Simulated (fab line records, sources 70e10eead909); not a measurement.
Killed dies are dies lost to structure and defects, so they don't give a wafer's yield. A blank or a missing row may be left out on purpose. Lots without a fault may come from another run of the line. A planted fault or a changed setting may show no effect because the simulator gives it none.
Which tool did it? | flow nand_harc | 12 lots, 36 wafers sampled, at 1 step of a route of 1302

WHAT THE GAUGES READ, wafer by wafer
NHARC_A_ONON_D2_THK_MEAS_14: measures by ellipsometry.
lot  | measured     | on            | thk_nm (nm)
L075 | day 13 03:53 | film_metro-01 | 1006 1005 1006
L077 | day 13 21:01 | film_metro-02 | 1002 1001 1002
L080 | day 14 13:58 | film_metro-01 | 992 992 993
L081 | day 15 15:01 | film_metro-01 | 1003 1003 1004
L083 | day 16 04:06 | film_metro-02 | 1007 1009 1008
L085 | day 16 18:52 | film_metro-01 | 991 993 993
L087 | day 18 03:32 | film_metro-02 | 1004 1004 1003
L089 | day 18 17:17 | film_metro-02 | 1010 1010 1011
L092 | day 19 23:00 | film_metro-01 | 994 995 996
L093 | day 20 04:47 | film_metro-01 | 988 986 987
L095 | day 21 10:03 | film_metro-02 | 1012 1011 1013
L096 | day 22 09:18 | film_metro-01 | 1004 1002 1004

WHICH TOOL RAN EACH LOT (tool, then ch and the chambers of the sampled wafers, then the start)
The record holds no process step before these readings.

THE ANSWER, worked out from the rows above alone
Rule: what is usual is taken from the lots themselves. Put in order of their means at a reading, lots are off if they are a third of the lots or fewer, leave a main group of 4 or more, and stand apart from it by a gap of 3 or more times the standard deviation of the main group's means; of several such gaps the widest counts. A main group whose means are all the same, to the digits that the tables above print for the reading, isn't used. A lot without any number at a reading at which 4 lots or more have one is off too. The other lots that the step has rows for count as sound.
No lot is off at any reading shown: from this, nothing can be told.

WHAT THE SIMULATOR HAD PUT IN
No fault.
